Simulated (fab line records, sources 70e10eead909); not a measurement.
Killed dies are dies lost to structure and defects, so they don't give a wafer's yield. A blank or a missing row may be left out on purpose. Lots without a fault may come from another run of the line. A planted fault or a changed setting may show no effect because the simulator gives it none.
Chamber matching | flow nand_harc | NHARC_A_STAIRCASE_ETCH_253 on rie_diel-10: 4 sister chambers
The step etches the open film in C4F8/O2, target depth 50 nm, time 20.2 s. 4 wafers are shown with their chamber, then 8 later ones without.

WAFERS WITH THEIR CHAMBER
wafer  | chamber | rf_vpp_V (V)
L088.2 | 1       | 886
L088.4 | 0       | 902
L087.3 | 2       | 893
L090.2 | 3       | 900

WAFERS WITHOUT THEIR CHAMBER
wafer  | rf_vpp_V (V)
L090.3 | 893
L090.4 | 898
L089.1 | 902
L089.2 | 898
L089.5 | 901
L096.1 | 899
L096.3 | 905
L096.4 | 901

WHICH CHAMBER EACH WENT THROUGH
wafer  | from the rows above          | in truth
L090.3 | 2                            | 2
L090.4 | can't be placed: 3 or 0 or 2 | 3
L089.1 | can't be placed: 0 or 3      | 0
L089.2 | can't be placed: 3 or 0 or 2 | 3
L089.5 | can't be placed: 0 or 3      | 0
L096.1 | can't be placed: 3 or 0      | 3
L096.3 | can't be placed: 0 or 3      | 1
L096.4 | can't be placed: 0 or 3      | 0
Placed correctly: 1 of 8. Can't be placed from these rows: 7 (the true chamber is among the candidates in 6). Placed wrongly: 0.
How it was worked out, from the rows above alone: a wafer's distance from a chamber is the root of the sum, over the readings, of the square of ((its reading less the chamber's mean) divided by the reading's scatter). The wafer belongs to the nearest chamber; if the next one is less than 2 further off, it can't be placed. A chamber's mean is the mean of its shown wafers. The scatter: with one shown wafer a chamber, the root of the mean of the squares of how far each hidden wafer lies from its nearest shown one.
